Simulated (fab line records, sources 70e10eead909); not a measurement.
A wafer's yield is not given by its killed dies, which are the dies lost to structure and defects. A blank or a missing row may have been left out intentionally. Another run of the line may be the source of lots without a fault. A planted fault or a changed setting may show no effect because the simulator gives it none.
fab line records	flow nand_harc
record lots=24	wafers=72	last_day=35
route steps=1302 shown P_M0@270 P_M1@312 P_M2@332
lots that met no fault: from a run of the same line without faults
start_h: hours from the record's opening day to when the first of the lot's shown wafers began	wait_h: hours from the lot's prior step to this one	" as in the row above	L1.1+2: several wafers, shown together as one row	- either no value or no given start	* or withheld: withheld	< > ~ a bound
route shown NAME@n: names a module that has steps shown in the file, with the first one's number in the route	usual: mean/standard deviation taken from wafers without a fault	same: alike in all rows	chamber/n: place in a boat	sites: per-site readings	_std_site: the standard deviation of these	_edge_site: inner sites' mean taken away from outer sites' mean	radius_mm: how far each site lies from the wafer's centre	mask NAME#n: copy n	behind: the tool/chamber that last shaped the wafer	hold: what put the lot on hold/how long, in hours/how the hold closed	device: the transistor (n, p or np) that didn't switch	end of line: the route-end tests of the same wafers	a step given without rows: its recipe and nothing more	killed: count of dies lost to structure and defects at first sort (not the wafer's yield)	map: dies across one wafer; x = killed, . = not, _ = none there
set.NAME: setting as actually run; set.NAME@STEP: the setting as run at that earlier step	model.NAME: the simulator's own value behind a step, which no gauge read
route steps across a sampled set of lots; one table per step, one row per wafer
services: when a tool's chamber went out of use (start_h, in hours from the record's first day, below 0 if earlier), for how many hours, and the reason
## steps
# step NHARC_P_M0_STRIP_18
# recipe power_w=1000	n2_flow_sccm=150	h2_flow_sccm=150	ar_flow_sccm=0	bias_w=0	chemistry=N2/H2
# usual drypump_motor_current_A=5.5/0.51	oes_product_au=1.001/0.0082	rf_vpp_V=90.3/0.97	showerhead_plenum_p_Torr=1.97/0.082	throttle_valve_pct=14.172/0.0089
lot.wafer	tool	chamber	start_h	wait_h	drypump_motor_current_A	oes_product_au	rf_hours_counter_h	rf_vpp_V	showerhead_plenum_p_Torr	throttle_valve_pct
L074.2	rie_diel-09	3	123.26	0.1	5.5	0.988	26	90.6	1.89	14.173
L074.5	"	0	"	"	5.2	1.012	-	89.8	2.01	14.168
L074.6	"	1	"	"	6.0	0.990	-	91.1	1.91	14.171
L075.4	rie_diel-04	3	129.80	0.1	6.6	0.980	44	89.3	1.91	14.179
L075.3	"	1	"	"	5.6	1.008	33	91.1	2.02	14.168
L075.6	"	2	"	"	5.2	0.988	-	92.1	2.11	14.166
L076.4	rie_diel-05	2	138.90	0.1	5.7	1.004	24	88.9	1.92	14.190
L076.2	"	1	"	"	4.9	1.018	23	93.3	2.12	14.178
L076.5	"	3	"	"	5.3	0.996	-	92.9	2.13	14.174
L077.2	rie_diel-09	2	152.47	0.1	4.7	0.989	0	90.1	1.94	14.169
L077.1	"	0	"	"	5.2	0.999	0	92.1	2.01	14.159
L077.3	"	1	"	"	6.0	1.000	0	90.0	1.91	14.190
L078.3	rie_diel-05	1	160.41	0.1	4.9	1.011	29	90.7	2.12	14.160
L078.2	"	3	"	"	5.2	0.996	30	91.3	2.13	14.173
L078.1	"	0	"	"	6.0	0.984	33	90.4	1.95	14.176
L079.4	rie_diel-09	1	175.24	0.1	6.0	1.007	4	90.0	1.91	14.178
L079.2	"	2	"	"	4.6	0.993	4	89.2	1.93	14.170
L079.5	"	1	"	"	6.0	1.005	-	90.5	1.91	14.159
L080.2	rie_diel-05	3	185.86	0.2	5.3	1.003	40	91.2	2.12	14.163
L080.1	"	1	"	"	4.9	1.014	36	89.7	2.12	14.173
L080.5	"	3	"	"	5.2	1.006	-	90.0	2.12	14.181
L081.4	rie_diel-04	0	189.18	0.1	5.4	1.007	0	91.7	2.02	14.167
L081.1	"	1	"	"	5.6	1.012	0	91.0	2.01	14.169
L081.5	"	3	"	"	6.6	0.991	-	90.0	1.90	14.171
L082.1	rie_diel-09	3	212.51	0.1	5.6	0.998	9	89.8	1.89	14.159
L082.2	"	1	"	"	6.0	1.001	13	89.5	1.91	14.168
L082.6	"	0	"	"	5.2	0.989	-	90.7	2.01	14.151
L083.2	rie_diel-05	0	216.57	0.1	6.0	0.996	51	90.1	1.95	14.168
L083.6	"	2	"	"	5.7	0.998	-	89.3	1.92	14.182
L083.5	"	3	"	"	5.2	0.999	-	91.4	2.12	14.171
L084.2	rie_diel-09	2	225.00	0.1	4.6	0.997	14	89.2	1.93	14.177
L084.4	"	3	"	"	5.6	0.993	11	90.7	1.89	14.181
L084.6	"	2	"	"	4.7	0.993	-	91.4	1.93	14.173
L085.3	rie_diel-09	1	229.47	0.1	6.0	1.002	14	89.4	1.91	14.174
L085.5	"	0	"	"	5.2	0.996	-	89.7	2.00	14.173
L085.6	"	1	"	"	6.0	1.001	-	90.1	1.91	14.170
L086.2	rie_diel-09	1	238.29	0.1	6.0	0.992	15	88.9	1.91	14.185
L086.3	"	3	"	"	5.6	0.996	13	90.3	1.88	14.181
L086.5	"	0	"	"	5.2	0.990	-	90.7	2.00	14.171
L087.3	rie_diel-05	0	266.63	0.1	6.0	1.007	8	88.9	1.94	14.173
L087.2	"	3	"	"	5.3	1.015	9	92.0	2.11	14.192
L087.5	"	1	"	"	4.9	1.007	-	91.6	2.11	14.172
L089.1	rie_diel-09	0	266.91	0.1	5.2	1.002	21	90.5	2.00	14.185
L089.5	"	0	"	"	5.2	1.003	-	90.5	2.00	14.167
L089.6	"	1	"	"	6.0	0.997	-	88.8	1.90	14.183
L088.1	rie_diel-05	3	267.76	0.1	5.3	1.001	9	90.5	2.11	14.161
L088.4	"	0	"	"	6.0	1.005	8	88.8	1.94	14.157
L088.2	"	1	"	"	4.9	1.001	10	91.8	2.11	14.177
L090.3	rie_diel-09	3	282.44	0.1	5.6	0.988	20	89.3	1.88	14.176
L090.2	"	0	"	"	5.2	1.008	24	89.6	2.00	14.168
L090.6	"	3	"	"	5.6	1.002	-	89.1	1.88	14.169
L091.1	rie_diel-09	3	291.35	0.1	5.6	0.988	22	88.6	1.88	14.172
L091.5	"	1	"	"	6.0	0.998	-	90.0	1.90	14.170
L091.4	"	2	"	"	4.7	0.998	-	89.9	1.93	14.171
L092.1	rie_diel-09	0	310.97	0.1	5.2	1.014	27	90.2	2.00	14.179
L092.3	"	3	"	"	5.5	1.001	25	90.1	1.88	14.182
L092.5	"	1	"	"	6.0	1.008	-	91.0	1.90	14.170
L093.3	rie_diel-09	1	314.52	0.1	6.0	0.998	29	89.7	1.90	14.157
L093.5	"	0	"	"	5.2	1.003	-	90.8	2.00	14.163
L093.6	"	1	"	"	6.0	1.006	-	90.5	1.90	14.183
L094.2	rie_diel-04	3	320.61	0.1	6.5	0.998	43	89.8	1.89	14.165
L094.4	"	0	"	"	5.4	1.001	44	89.5	2.01	14.166
L094.5	"	3	"	"	6.6	0.996	-	89.7	1.89	14.160
L095.3	rie_diel-05	2	338.03	0.1	5.7	1.003	36	89.8	1.90	14.152
L095.5	"	2	"	"	5.7	1.014	-	90.4	1.90	14.179
L095.6	"	3	"	"	5.2	1.019	-	90.9	2.11	14.167
L096.2	rie_diel-04	2	338.19	0.1	5.2	1.003	51	92.4	2.08	14.177
L096.3	"	3	"	"	6.6	0.997	47	90.2	1.89	14.174
L096.5	"	2	"	"	5.3	0.994	-	92.0	2.08	14.168
L097.3	rie_diel-04	2	354.02	0.1	5.2	1.002	63	91.7	2.08	14.175
L097.2	"	3	"	"	6.6	0.996	58	90.5	1.88	14.173
L097.4	"	0	"	"	5.4	0.995	55	90.1	2.00	14.182
# step NHARC_P_M0_PRE_CLEAN_31
# recipe time_s=12	temp_c=370	rf_power_w=300	gas=NH3
# usual heater_power_w=680/70
lot.wafer	tool	chamber	start_h	wait_h	heater_power_w	since_wet_clean_h
L074.2	pecvd-01	0	125.41	0.1	688	163
L074.5	"	2	"	"	586	-
L074.6	"	0	"	"	722	-
L075.3	pecvd-02	2	131.93	0.1	644	73
L075.4	"	0	"	"	788	-
L075.6	"	1	"	"	587	-
L076.2	pecvd-04	2	141.08	0.1	682	40
L076.5	"	2	"	"	689	-
L076.4	"	0	"	"	695	-
L077.2	pecvd-04	0	154.67	0.1	690	54
L077.1	"	1	"	"	641	54
L077.3	"	2	"	"	691	54
L078.1	pecvd-04	2	162.59	0.1	731	62
L078.2	"	0	"	"	677	62
L078.3	"	1	"	"	731	62
L079.2	pecvd-02	0	177.40	0.1	820	118
L079.4	"	1	"	"	642	-
L079.5	"	0	"	"	798	-
L080.2	pecvd-04	0	188.03	0.1	694	87
L080.1	"	1	"	"	706	87
L080.5	"	1	"	"	685	-
L081.1	pecvd-01	2	191.32	0.1	624	48
L081.5	"	1	"	"	525	-
L081.4	"	2	"	"	607	-
L082.1	pecvd-02	0	214.78	0.1	819	155
L082.2	"	2	"	"	637	155
L082.6	"	0	"	"	787	-
L083.2	pecvd-01	0	218.69	0.1	718	75
L083.5	"	2	"	"	599	-
L083.6	"	1	"	"	581	-
L084.2	pecvd-04	0	227.14	0.1	671	126
L084.4	"	1	"	"	702	-
L084.6	"	0	"	"	685	-
L085.3	pecvd-01	2	231.74	0.1	689	88
L085.6	"	2	"	"	706	-
L085.5	"	0	"	"	647	-
L086.2	pecvd-02	0	240.44	0.1	686	0
L086.3	"	2	"	"	798	0
L086.5	"	2	"	"	787	-
L087.2	pecvd-04	1	268.80	0.1	687	168
L087.3	"	2	"	"	743	168
L087.5	"	0	"	"	664	-
L089.1	pecvd-02	0	269.22	0.1	757	29
L089.5	"	2	"	"	787	-
L089.6	"	0	"	"	784	-
L088.1	pecvd-01	0	269.94	0.1	694	127
L088.2	"	1	"	"	520	127
L088.4	"	1	"	"	531	-
L090.3	pecvd-04	0	284.61	0.1	692	2
L090.2	"	2	"	"	773	2
L090.6	"	0	"	"	677	-
L091.1	pecvd-02	2	293.94	0.1	704	54
L091.4	"	0	"	"	760	-
L091.5	"	1	"	"	695	-
L092.3	pecvd-02	0	313.18	0.1	727	73
L092.1	"	1	"	"	624	73
L092.5	"	0	"	"	705	-
L093.3	pecvd-04	1	316.70	0.1	670	35
L093.6	"	1	"	"	641	-
L093.5	"	2	"	"	689	-
L094.2	pecvd-02	1	322.76	0.1	667	82
L094.5	"	1	"	"	667	-
L094.4	"	0	"	"	758	-
L095.3	pecvd-02	0	340.27	0.1	748	100
L095.6	"	1	"	"	684	-
L095.5	"	2	"	"	758	-
L096.3	pecvd-02	0	340.59	0.1	792	100
L096.2	"	1	"	"	691	100
L096.5	"	0	"	"	770	-
L097.2	pecvd-01	2	356.21	0.1	576	14
L097.3	"	0	"	"	673	14
L097.4	"	2	"	"	589	-
# step NHARC_P_M1_THK_MEAS_24
# recipe thk_meas_gauge=xrf
# usual thk_nm=158.0/1.5
lot.wafer	tool	chamber	start_h	wait_h	thk_nm
L074.2	film_metro-01	-	129.35	-	158.0
L074.5	"	-	"	"	155.4
L074.6	"	-	"	"	158.1
L075.3	film_metro-02	-	135.98	-	157.8
L075.4	"	-	"	"	155.3
L075.6	"	-	"	"	157.1
L076.2	film_metro-01	-	145.03	-	156.0
L076.4	"	-	"	"	158.8
L076.5	"	-	"	"	158.6
L077.1	film_metro-02	-	158.84	-	158.4
L077.2	"	-	"	"	157.1
L077.3	"	-	"	"	160.6
L078.1	film_metro-01	-	166.54	-	158.0
L078.2	"	-	"	"	156.5
L078.3	"	-	"	"	158.1
L079.2	film_metro-02	-	181.17	-	156.5
L079.4	"	-	"	"	158.6
L079.5	"	-	"	"	159.2
L080.1	film_metro-02	-	192.07	-	155.5
L080.2	"	-	"	"	155.2
L080.5	"	-	"	"	157.3
L081.1	film_metro-01	-	195.28	-	156.6
L081.4	"	-	"	"	157.8
L081.5	"	-	"	"	157.4
L082.1	film_metro-01	-	218.77	-	155.6
L082.2	"	-	"	"	157.6
L082.6	"	-	"	"	156.7
L083.2	film_metro-02	-	222.66	-	160.5
L083.5	"	-	"	"	158.1
L083.6	"	-	"	"	157.7
L084.2	film_metro-01	-	231.20	-	155.7
L084.4	"	-	"	"	156.3
L084.6	"	-	"	"	156.7
L085.3	film_metro-02	-	235.52	-	160.5
L085.5	"	-	"	"	159.5
L085.6	"	-	"	"	158.3
L086.2	film_metro-01	-	244.35	-	158.0
L086.3	"	-	"	"	159.0
L086.5	"	-	"	"	158.5
L087.2	film_metro-01	-	272.74	-	161.3
L087.3	"	-	"	"	158.7
L087.5	"	-	"	"	159.2
L089.1	film_metro-01	-	273.09	-	156.6
L089.5	"	-	"	"	156.1
L089.6	"	-	"	"	159.7
L088.1	film_metro-02	-	273.76	-	157.7
L088.2	"	-	"	"	162.1
L088.4	"	-	"	"	160.5
L090.2	film_metro-02	-	288.45	-	158.2
L090.3	"	-	"	"	158.4
L090.6	"	-	"	"	156.2
L091.1	film_metro-02	-	298.41	-	157.7
L091.4	"	-	"	"	158.3
L091.5	"	-	"	"	161.0
L092.1	film_metro-02	-	317.14	-	157.8
L092.3	"	-	"	"	156.6
L092.5	"	-	"	"	158.9
L093.3	film_metro-01	-	320.65	-	160.2
L093.5	"	-	"	"	159.6
L093.6	"	-	"	"	157.5
L094.2	film_metro-02	-	326.66	-	159.4
L094.4	"	-	"	"	158.3
L094.5	"	-	"	"	157.1
L095.3	film_metro-02	-	344.15	-	157.0
L095.5	"	-	"	"	157.0
L095.6	"	-	"	"	160.3
L096.2	film_metro-01	-	345.02	-	159.8
L096.3	"	-	"	"	160.6
L096.5	"	-	"	"	158.1
L097.2	film_metro-02	-	360.34	-	159.7
L097.3	"	-	"	"	157.0
L097.4	"	-	"	"	155.6
# step NHARC_P_M1_PRE_CLEAN_32
# recipe time_s=12	temp_c=370	rf_power_w=300	gas=NH3
# usual heater_power_w=677/65
lot.wafer	tool	chamber	start_h	wait_h	heater_power_w	since_wet_clean_h
L074.2	pecvd-02	1	129.59	0.1	654	70
L074.5	"	1	"	"	635	-
L074.6	"	2	"	"	667	-
L075.3	pecvd-02	0	136.24	0.1	811	77
L075.6	"	1	"	"	663	-
L075.4	"	0	"	"	801	-
L076.2	pecvd-01	0	145.26	0.1	702	2
L076.5	"	1	"	"	565	-
L076.4	"	2	"	"	609	-
L077.1	pecvd-01	1	159.06	0.1	603	16
L077.3	"	2	"	"	697	16
L077.2	"	0	"	"	719	16
L078.3	pecvd-04	0	166.79	0.1	695	66
L078.2	"	1	"	"	625	66
L078.1	"	2	"	"	766	66
L079.2	pecvd-02	1	181.41	0.1	593	122
L079.4	"	1	"	"	593	-
L079.5	"	2	"	"	690	-
L080.1	pecvd-02	1	192.30	0.1	621	133
L080.2	"	1	"	"	632	-
L080.5	"	1	"	"	641	-
L081.1	pecvd-02	1	195.50	0.1	583	136
L081.4	"	1	"	"	584	-
L081.5	"	1	"	"	600	-
L082.2	pecvd-01	2	219.01	0.1	707	76
L082.1	"	1	"	"	489	76
L082.6	"	1	"	"	494	-
L083.2	pecvd-04	1	222.88	0.1	672	122
L083.5	"	1	"	"	677	-
L083.6	"	0	"	"	696	-
L084.2	pecvd-04	1	231.44	0.1	664	130
L084.6	"	1	"	"	671	-
L084.4	"	2	"	"	641	-
L085.3	pecvd-04	2	235.75	0.1	696	135
L085.5	"	0	"	"	671	-
L085.6	"	1	"	"	685	-
L086.2	pecvd-04	0	244.57	0.1	646	144
L086.3	"	2	"	"	776	144
L086.5	"	0	"	"	666	-
L087.2	pecvd-02	2	272.98	0.1	775	33
L087.3	"	0	"	"	749	33
L087.5	"	1	"	"	704	-
L089.1	pecvd-01	0	273.32	0.1	681	130
L089.5	"	0	"	"	689	-
L089.6	"	2	"	"	663	-
L088.1	pecvd-02	2	273.98	0.1	676	34
L088.2	"	0	"	"	727	34
L088.4	"	2	"	"	663	-
L090.3	pecvd-02	2	288.68	0.1	767	48
L090.2	"	0	"	"	722	48
L090.6	"	2	"	"	759	-
L091.1	pecvd-02	0	298.88	0.3	785	59
L091.5	"	0	"	"	774	-
L091.4	"	1	"	"	666	-
L092.3	pecvd-04	1	317.44	0.1	661	35
L092.1	"	2	"	"	728	35
L092.5	"	0	"	"	645	-
L093.3	pecvd-02	0	320.89	0.1	773	81
L093.5	"	1	"	"	615	-
L093.6	"	2	"	"	642	-
L094.2	pecvd-02	1	326.88	0.1	617	87
L094.4	"	1	"	"	651	-
L094.5	"	2	"	"	773	-
L095.3	pecvd-04	1	344.40	0.1	685	62
L095.6	"	0	"	"	700	-
L095.5	"	1	"	"	658	-
L096.2	pecvd-02	2	345.26	0.1	705	105
L096.3	"	0	"	"	752	105
L096.5	"	1	"	"	626	-
L097.3	pecvd-02	1	360.57	0.1	682	120
L097.2	"	2	"	"	735	120
L097.4	"	2	"	"	755	-
# step NHARC_P_M1_DEP_33
# recipe target_thk_a=300	temp_c=370	target_thk_nm=30	pressure_torr=3	flow_sccm=200	rf_w=450	material=SiCN
# usual heater_power_w=637/70
lot.wafer	tool	chamber	start_h	wait_h	heater_power_w	since_wet_clean_h
L074.2	pecvd-02	1	129.70	0.1	618	70
L074.5	"	1	"	"	612	-
L074.6	"	2	"	"	573	-
L075.3	pecvd-02	0	136.38	0.1	686	77
L075.6	"	1	"	"	598	-
L075.4	"	0	"	"	689	-
L076.2	pecvd-01	0	145.34	0.1	664	2
L076.5	"	1	"	"	490	-
L076.4	"	2	"	"	671	-
L077.1	pecvd-01	1	159.14	0.1	526	16
L077.3	"	2	"	"	569	16
L077.2	"	0	"	"	633	16
L078.3	pecvd-04	0	166.87	0.1	640	66
L078.2	"	1	"	"	662	66
L078.1	"	2	"	"	679	66
L079.2	pecvd-02	1	181.57	0.1	603	122
L079.4	"	1	"	"	578	-
L079.5	"	2	"	"	666	-
L080.1	pecvd-02	1	192.54	0.2	521	133
L080.2	"	1	"	"	537	-
L080.5	"	1	"	"	547	-
L081.1	pecvd-02	1	195.74	0.2	525	136
L081.4	"	1	"	"	526	-
L081.5	"	1	"	"	541	-
L082.2	pecvd-01	2	219.09	0.1	624	76
L082.1	"	1	"	"	532	76
L082.6	"	1	"	"	529	-
L083.2	pecvd-04	1	223.00	0.1	663	122
L083.5	"	1	"	"	658	-
L083.6	"	0	"	"	665	-
L084.2	pecvd-04	1	231.55	0.1	611	131
L084.6	"	1	"	"	621	-
L084.4	"	2	"	"	650	-
L085.3	pecvd-04	2	235.83	0.1	742	135
L085.5	"	0	"	"	598	-
L085.6	"	1	"	"	657	-
L086.2	pecvd-04	0	244.65	0.1	629	144
L086.3	"	2	"	"	685	144
L086.5	"	0	"	"	606	-
L087.2	pecvd-02	2	273.09	0.1	714	33
L087.3	"	0	"	"	781	33
L087.5	"	1	"	"	629	-
L089.1	pecvd-01	0	273.40	0.1	624	130
L089.5	"	0	"	"	630	-
L089.6	"	2	"	"	568	-
L088.1	pecvd-02	2	274.06	0.1	655	34
L088.2	"	0	"	"	702	34
L088.4	"	2	"	"	648	-
L090.3	pecvd-02	2	288.79	0.1	629	48
L090.2	"	0	"	"	676	49
L090.6	"	2	"	"	641	-
L091.1	pecvd-02	0	298.96	0.1	794	59
L091.5	"	0	"	"	773	-
L091.4	"	1	"	"	643	-
L092.3	pecvd-04	1	317.55	0.1	632	35
L092.1	"	2	"	"	714	36
L092.5	"	0	"	"	635	-
L093.3	pecvd-02	0	321.03	0.1	753	81
L093.5	"	1	"	"	601	-
L093.6	"	2	"	"	585	-
L094.2	pecvd-02	1	326.96	0.1	628	87
L094.4	"	1	"	"	630	-
L094.5	"	2	"	"	701	-
L095.3	pecvd-04	1	344.54	0.1	588	62
L095.6	"	0	"	"	618	-
L095.5	"	1	"	"	591	-
L096.2	pecvd-02	2	345.37	0.1	644	105
L096.3	"	0	"	"	796	105
L096.5	"	1	"	"	583	-
L097.3	pecvd-02	1	360.68	0.1	629	120
L097.2	"	2	"	"	604	120
L097.4	"	2	"	"	598	-
# step NHARC_P_M2_ETCH_35
# recipe target_depth_a=400	overetch_a=120	time_s=43.94	ion_energy_ev=200	n2_flow_sccm=150	h2_flow_sccm=150	ar_flow_sccm=0	rf_w=400	bias_w=150	chemistry=N2/H2
# usual drypump_motor_current_A=5.5/0.31	oes_product_au=0.994/0.0085	rf_vpp_V=432.6/2.5	showerhead_plenum_p_Torr=2.12/0.082	throttle_valve_pct=14.169/0.0099
lot.wafer	tool	chamber	start_h	wait_h	drypump_motor_current_A	oes_product_au	rf_hours_counter_h	rf_vpp_V	showerhead_plenum_p_Torr	throttle_valve_pct
L074.2	rie_diel-03	1	131.05	0.1	6.1	0.998	1.0	432.8	2.13	14.207
L074.5	"	0	"	"	5.3	1.003	-	425.9	1.89	14.173
L074.6	"	1	"	"	6.1	0.995	-	434.4	2.13	14.169
L075.3	rie_diel-02	2	137.70	0.1	5.7	0.993	4.2	434.6	2.17	14.170
L075.4	"	3	"	"	5.9	0.983	4.0	435.2	2.21	14.186
L075.6	"	2	"	"	5.7	0.998	-	434.2	2.17	14.161
L076.4	rie_diel-03	1	146.85	0.1	6.1	0.994	2.2	432.9	2.13	14.179
L076.2	"	2	"	"	5.6	1.008	2.1	428.4	1.97	14.171
L076.5	"	0	"	"	5.3	0.996	-	426.0	1.89	14.171
L077.1	rie_diel-03	1	160.67	0.1	6.1	1.001	3.5	433.4	2.13	14.187
L077.3	"	3	"	"	5.8	1.015	2.4	426.0	1.90	14.185
L077.2	"	0	"	"	5.3	0.995	3.0	425.8	1.89	14.169
L078.3	rie_diel-02	2	168.27	0.1	5.7	0.985	6.4	436.6	2.17	14.165
L078.2	"	3	"	"	5.8	0.993	6.2	435.4	2.21	14.154
L078.1	"	1	"	"	5.2	1.004	6.1	434.0	2.14	14.186
L079.4	rie_diel-02	2	183.16	0.1	5.7	0.991	6.5	433.0	2.17	14.168
L079.2	"	0	"	"	5.1	1.002	6.1	433.7	2.15	14.182
L079.5	"	1	"	"	5.2	1.004	-	433.6	2.14	14.172
L080.2	rie_diel-02	1	194.58	0.1	5.2	0.999	6.9	433.9	2.14	14.156
L080.1	"	2	"	"	5.7	0.992	7.2	432.8	2.17	14.172
L080.5	"	0	"	"	5.1	0.991	-	433.1	2.15	14.158
L081.1	rie_diel-02	3	198.28	0.1	5.8	0.998	7.0	434.1	2.21	14.166
L081.4	"	0	"	"	5.1	0.986	6.8	434.0	2.15	14.184
L081.5	"	0	"	"	5.1	1.001	-	433.9	2.15	14.164
L082.1	rie_diel-06	3	220.91	0.1	5.3	0.997	6.2	432.9	2.11	14.175
L082.2	"	0	"	"	5.3	1.008	5.3	432.3	2.12	14.181
L082.6	"	1	"	"	5.5	0.993	-	434.1	2.14	14.173
L083.2	rie_diel-06	0	224.76	0.1	5.3	1.002	5.5	432.9	2.12	14.177
L083.5	"	0	"	"	5.2	1.006	-	433.1	2.12	14.180
L083.6	"	1	"	"	5.5	0.985	-	434.0	2.14	14.175
L084.2	rie_diel-02	2	233.01	0.1	5.7	0.984	0.1	433.5	2.17	14.176
L084.4	"	3	"	"	5.8	0.995	0.1	434.6	2.21	14.168
L084.6	"	1	"	"	5.2	0.990	-	433.6	2.13	14.182
L085.3	rie_diel-02	1	237.21	0.1	5.2	0.985	0.4	433.1	2.13	14.176
L085.5	"	3	"	"	5.8	0.994	-	434.8	2.20	14.162
L085.6	"	0	"	"	5.1	0.992	-	433.5	2.15	14.162
L086.2	rie_diel-06	2	246.19	0.1	5.9	0.991	6.5	429.8	2.02	14.177
L086.3	"	3	"	"	5.3	0.984	6.6	431.7	2.11	14.172
L086.5	"	0	"	"	5.3	0.998	-	430.9	2.12	14.170
L087.2	rie_diel-06	2	274.55	0.1	5.9	0.993	8.1	431.5	2.02	14.129
L087.3	"	3	"	"	5.3	0.986	8.3	432.7	2.11	14.169
L087.5	"	1	"	"	5.5	0.997	-	432.8	2.14	14.165
L089.1	rie_diel-03	3	274.90	0.1	5.8	0.989	8.3	425.7	1.90	14.172
L089.6	"	0	"	"	5.3	0.983	-	426.2	1.89	14.162
L089.5	"	1	"	"	6.1	0.975	-	432.3	2.13	14.158
L088.4	rie_diel-02	3	275.43	0.1	5.8	0.993	1.5	436.3	2.20	14.164
L088.1	"	0	"	"	5.1	1.005	1.6	433.7	2.15	14.164
L088.2	"	1	"	"	5.2	0.995	1.6	433.3	2.13	14.173
L090.3	rie_diel-02	3	290.26	0.1	5.8	0.990	2.5	434.9	2.20	14.164
L090.2	"	2	"	"	5.7	0.990	2.0	433.3	2.17	14.161
L090.6	"	0	"	"	5.1	1.006	-	434.9	2.15	14.182
L091.1	rie_diel-02	3	300.51	0.1	5.8	0.990	3.4	435.7	2.20	14.178
L091.5	"	0	"	"	5.1	1.003	-	433.2	2.15	14.165
L091.4	"	1	"	"	5.2	0.995	-	432.1	2.13	14.171
L092.1	rie_diel-06	0	319.00	0.1	5.3	1.005	0.5	433.1	2.12	14.150
L092.3	"	1	"	"	5.5	0.985	0.5	432.9	2.14	14.169
L092.5	"	0	"	"	5.3	1.006	-	432.9	2.12	14.177
L093.3	rie_diel-02	2	322.63	0.1	5.7	0.983	4.0	433.6	2.17	14.180
L093.5	"	3	"	"	5.8	0.991	-	433.9	2.20	14.151
L093.6	"	0	"	"	5.1	1.003	-	432.9	2.15	14.160
L094.4	rie_diel-06	0	328.47	0.1	5.2	1.004	1.4	431.5	2.12	14.161
L094.2	"	2	"	"	5.9	0.996	1.5	428.3	2.02	14.167
L094.5	"	0	"	"	5.2	1.005	-	433.0	2.12	14.159
L095.3	rie_diel-06	0	345.99	0.1	5.3	1.005	2.1	432.9	2.12	14.156
L095.6	"	1	"	"	5.5	0.978	-	433.2	2.14	14.158
L095.5	"	2	"	"	5.9	1.000	-	428.9	2.02	14.167
L096.3	rie_diel-02	1	346.89	0.1	5.2	0.981	6.0	432.4	2.13	14.174
L096.2	"	0	"	"	5.1	0.996	5.6	434.8	2.15	14.173
L096.5	"	2	"	"	5.7	0.988	-	434.1	2.17	14.165
L097.3	rie_diel-02	0	362.16	0.1	5.1	0.992	6.2	434.7	2.15	14.177
L097.2	"	1	"	"	5.2	0.986	6.6	433.7	2.13	14.169
L097.4	"	2	"	"	5.7	0.994	5.5	434.3	2.17	14.171
## services
tool	chamber	start_h	hours	kind
pecvd-01	0	108.54	3.6	repair
pecvd-01	-	112.10	3.7	repair
pecvd-01	-	130.34	13.0	pm
rie_diel-09	-	143.10	9.0	pm
pecvd-02	0	153.90	4.2	repair
rie_diel-09	3	155.93	7.5	repair
pecvd-01	-	169.81	0.5	repair
rie_diel-02	-	169.92	1.4	repair
pecvd-02	0	177.96	21.5	repair
rie_diel-02	-	190.05	2.5	repair
pecvd-02	2	190.80	22.0	repair
pecvd-01	-	213.21	1.0	repair
rie_diel-02	-	216.76	9.0	pm
pecvd-02	-	227.35	13.0	pm
rie_diel-02	2	260.50	6.4	repair
rie_diel-09	3	263.12	8.4	repair
pecvd-04	-	269.13	13.0	pm
rie_diel-09	0	287.59	4.8	repair
rie_diel-02	2	296.36	5.6	repair
rie_diel-09	1	296.57	3.3	repair
rie_diel-02	2	315.58	5.4	repair
pecvd-02	1	328.06	10.2	repair
pecvd-01	-	328.99	13.0	pm
rie_diel-02	3	345.73	13.4	repair
## key
fault none
